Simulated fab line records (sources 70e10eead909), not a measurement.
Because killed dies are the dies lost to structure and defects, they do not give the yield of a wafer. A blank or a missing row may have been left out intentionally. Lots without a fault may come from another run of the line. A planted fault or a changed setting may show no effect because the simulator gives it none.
Comparing a struck lot with a sound one | flow nand-harc | 15 out of 1159 route steps
Sound: these wafers, L345.1, L345.4, L345.6. Struck: wafer L354.4. (L354.2, L354.5 of the same lot were not struck and are left out.) The cause comes at the end.
Per side, at each step with rows, come the tool, then ch with its chambers, and then its first start. Under that, the readings that differ: sound wafers | struck wafers | difference of the means | sigmas: that difference in standard deviations of wafers without a fault.
alike: words and numbers the same on both sides, and readings whose means are apart by under 2 such deviations; not compared: readings that were withheld, readings missing a value for some wafer, numbers with overlapping values and no deviation given by the record, and bounds like >300 which may hide the same value.
A row with sigmas, a row that says differs or no value, or rows on one side alone: a step with any of these is where the two part. Numbers that have no deviation but don't overlap get no sigmas and don't part them. A reading missing from all wafers of one side parts the sides only when that side holds two or more wafers.

first, 3 steps without rows for these wafers: NHARC_THIN_TSV_EXPOSE_09 (exposes mask TSV); NHARC_THIN_TSV_PEB_10 (peb time 85 s); NHARC_THIN_TSV_DEVELOP_11 (time 70 s).
NHARC_THIN_TSV_CD_MEAS_12 targets a cd of 1000 nm.
  sound on cd-sem-03 ch 0, day 20 04:56; struck on cd-sem-01 ch 0, day 23 07:46
  alike: cd-nm
then, 1 step without rows for these wafers: NHARC_THIN_TSV_HARDBAKE_13 (time 80 s).
NHARC_THIN_TSV_DESCUM_14: chemistry O2, time 3 s.
  sound on rie-diel-08 ch 0,3, day 20 05:06; struck on rie-diel-08 ch 2, day 23 07:56
  reading               | sound             | struck | difference | sigmas
  oes-product-au (a.u.) | 0.998 1.001 0.994 | 1.028  | +0.030     | +3
  alike: chamber-pressure-mTorr, drypump-motor-current-A, rf-vpp-V, showerhead-plenum-p-Torr, throttle-valve-pct
  not compared: rf-hours-counter-h
NHARC_THIN_TSV_ETCH_44: etches the open film in CF4/O2, target depth 1594.2 nm, time 797.1 s.
  sound on rie-diel-08 ch 0,2,3, day 20 05:14; struck on rie-diel-08 ch 2, day 23 08:00
  reading    | sound             | struck | difference | sigmas
  bias-w (W) | 805.1 800.2 801.7 | 794.9  | -7.4       | -3
  alike: chamber-pressure-mTorr, drypump-motor-current-A, oes-product-au, rf-vpp-V, showerhead-plenum-p-Torr, throttle-valve-pct
  not compared: rf-hours-counter-h
NHARC_THIN_TSV_ETCH_15: target depth 3000 nm, bosch target overetch cycles 2, bosch etch step 2.8 s.
  sound on rie-si-06 ch 1,2, day 20 05:46; struck on rie-si-04 ch 2, day 23 08:34
  alike: drypump-motor-current-A
  not compared: rf-hours-counter-h
NHARC_THIN_TSV_CD_MEAS_16:
  sound on cd-sem-02 at day 20 05:54; struck on cd-sem-01 at day 23 08:43
  alike: cd-nm
NHARC_THIN_TSV_STRIP_45: strips in O2.
  sound on plasma-asher-02 ch 0,1, day 20 05:59; struck on plasma-asher-01 ch 0, day 23 08:50
  reading             | sound       | struck | difference                   | sigmas
  heater-power-w (W)  | 294 296 311 | 342    | +42                          | +2
  rf-refl-power-W (W) | - - -       | 21     | no value on the sound wafers |
  alike: drypump-motor-current-A
  not compared: rf-hours-counter-h
then, 1 step without rows for these wafers: NHARC_THIN_TSV_STRIP_46 (strips in post etch residue remover, time 1200 s).
NHARC_THIN_TSV_DEP_47: deposits SiO2, target thk 200 nm.
  sound on pecvd-01 ch 0,1,2, day 20 06:57; struck on pecvd-02 ch 0, day 23 09:43
  reading                   | sound             | struck | difference | sigmas
  mfc-precursor-sccm (sccm) | 161.1 161.1 162.3 | 162.6  | +1.1       | +2
  alike: throttle-valve-pct
NHARC_THIN_TSV_ETCHBACK_48: etches the open film in C4F8/Ar, target depth 1028.5 nm, time 405.17 s.
  sound on rie-diel-08 ch 0,3, day 20 07:16; struck on rie-diel-08 ch 2, day 23 10:04
  reading               | sound          | struck | difference | sigmas
  oes-product-au (a.u.) | 0.92 0.92 0.93 | 0.78   | -0.14      | -4
  alike: bias-w, chamber-pressure-mTorr, rf-vpp-V
  not compared: rf-hours-counter-h
then, 1 step without rows for these wafers: NHARC_THIN_TSV_STRIP_62 (strips in N2/H2, time 20 s).
NHARC_END_SORT_01:
  sound on prober-01 ch 0, day 21 01:50; struck on prober-02 ch 0, day 24 02:17
  reading                  | sound          | struck                   | difference                   | sigmas
  hold                     | - - -          | await-dispo/3.0h/release | no value on the sound wafers |
  defect-limited-yield (%) | 94.4 95.3 97.5 | 0                        | -96                          | -60
  killed-at-other          | 2 1 0          | 643                      | +642                         | +99 or more
  killed-dies              | 38 32 17       | 677                      | +648                         | +59
  sort_bin_2_pct (%)       | 1.5 0.9 0.6    | 95.9                     | +94.9                        | +99 or more
  sort-n-pass              | 639 645 660    | 0                        | -648                         | -59
  sort-rim-yield-pct (%)   | 93.4 98.1 98.1 | 0                        | -97                          | -33
  sort-yield-pct (%)       | 94.4 95.3 97.5 | 0                        | -96                          | -60
  alike: killed-at-array, killed-at-periphery, killed-open, killed-short, sort_bin_3_pct, sort_bin_4_pct

== WHERE THEY PART ==
Earliest at NHARC_THIN_TSV_DESCUM_14; latest, in this record, at NHARC_END_SORT_01.

WHY: what the simulator had put in
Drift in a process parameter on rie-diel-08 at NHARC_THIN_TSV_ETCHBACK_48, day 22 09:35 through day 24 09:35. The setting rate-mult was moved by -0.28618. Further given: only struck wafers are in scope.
